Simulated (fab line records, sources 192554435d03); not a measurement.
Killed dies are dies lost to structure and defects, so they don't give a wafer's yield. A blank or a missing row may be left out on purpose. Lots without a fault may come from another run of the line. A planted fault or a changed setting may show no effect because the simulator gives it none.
One fault seen from 2 desks | flow n5_finfet | each desk has only its own numbers; what lay behind them comes last

THE METROLOGY DESK
What the gauges read, lot by lot, whatever tool the lot ran on: means of the sampled wafers that have a number. A lot is out of limits, marked OUT, if its mean lies more than 4 standard deviations from the usual mean; the brackets give that distance. Of its 12 readings 7 are shown: the one that was out of limits first, and those that lie furthest out on some lot.
Columns: A = M1_ILD_THK at N5_BEOL_M1_THK_MEAS_01, usual 78.7 nm; B = DIBL_P at N5_BEOL_M4_RC_MEAS_101, usual 36.1 mV/V; C = IOFF_P at N5_BEOL_M4_RC_MEAS_101, usual 0.21 nA/um; D = ION_N at N5_BEOL_M4_RC_MEAS_101, usual 675 uA/um; E = ION_P at N5_BEOL_M4_RC_MEAS_101, usual 464 uA/um; F = SS_P at N5_BEOL_M4_RC_MEAS_101, usual 73.3 mV/dec; G = VT_P at N5_BEOL_M4_RC_MEAS_101, usual -250 mV
lot  | first seen here | A              | B    | C    | D   | E   | F    | G
L592 | day 6 04:34     | 78.8           | 36.8 | 0.20 | 661 | 460 | 73.1 | -252
L593 | day 6 13:52     | 78.8           | 35.3 | 0.19 | 667 | 455 | 72.8 | -251
L595 | day 6 19:26     | 77.9           | 36.0 | 0.22 | 664 | 460 | 73.2 | -247
L596 | day 7 05:18     | 78.8           | 35.6 | 0.20 | 679 | 467 | 72.8 | -250
L600 | day 8 07:50     | 94.2 (+17) OUT | 38.2 | 0.24 | 679 | 470 | 74.1 | -249
L603 | day 9 00:58     | 95.3 (+18) OUT | 36.1 | 0.26 | 686 | 468 | 73.7 | -244
L608 | day 9 23:13     | 78.8           | 33.7 | 0.19 | 665 | 461 | 72.8 | -251
L609 | day 10 07:00    | 78.6           | 37.4 | 0.19 | 671 | 458 | 73.6 | -254
L611 | day 10 19:12    | 79.1           | 38.9 | 0.23 | 673 | 463 | 74.5 | -249
L612 | day 11 00:06    | 78.4           | 37.8 | 0.28 | 693 | 479 | 73.5 | -242
L615 | day 11 15:19    | 79.4           | 36.4 | 0.23 | 683 | 470 | 73.1 | -247
This desk's finding: out of limits on L600, L603; first on L600, day 8 07:58 (M1_ILD_THK at N5_BEOL_M1_THK_MEAS_01). In limits: L592, L593, L595, L596, L608, L609, L611, L612, L615.

THE TOOL OWNER'S DESK: pecvd-03
The tool's own readings at N5_BEOL_M1_ILD_DEP_00 (deposits SiOC from DEMS/O2, target thk 79 nm, time 15.3 s): means of the sampled wafers that have a number, for each lot that ran on this tool. A lot is out of limits, marked OUT, if its mean lies more than 4 standard deviations from the usual mean; the brackets give that distance.
Columns: A = heater_power_w at N5_BEOL_M1_ILD_DEP_00, usual 456 W; B = showerhead_plenum_p_Torr at N5_BEOL_M1_ILD_DEP_00, usual 5.700 Torr; C = showerhead_vpp_V at N5_BEOL_M1_ILD_DEP_00, usual 1387 V; D = throttle_valve_pct at N5_BEOL_M1_ILD_DEP_00, usual 12.2 %
lot  | first seen here | A   | B     | C    | D
L592 | day 6 04:39     | 446 | 5.696 | 1377 | 12.0
L595 | day 6 19:30     | 383 | 5.711 | 1371 | 11.9
L596 | day 7 05:22     | 449 | 5.691 | 1391 | 12.0
L600 | day 8 07:54     | 464 | 5.697 | 1385 | 12.5
L603 | day 9 01:02     | 479 | 5.691 | 1369 | 11.2
This desk's finding: nothing out of limits on any of the 5 lots.

PUT TOGETHER
The metrology desk could have raised an alarm at day 8 07:58, on L600, L603.
The tool owner's desk saw nothing out of limits.
The tool owner's desk has L600, L603 on record, within its limits.
Of the lots named, all ran N5_BEOL_M1_ILD_DEP_00 on pecvd-03.

WHAT THE SIMULATOR HAD PUT IN
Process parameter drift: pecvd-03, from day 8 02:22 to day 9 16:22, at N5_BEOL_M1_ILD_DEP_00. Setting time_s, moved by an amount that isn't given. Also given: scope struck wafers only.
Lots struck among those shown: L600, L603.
Hours from the fault's start to each desk's first reading out of limits: the metrology desk, 6.
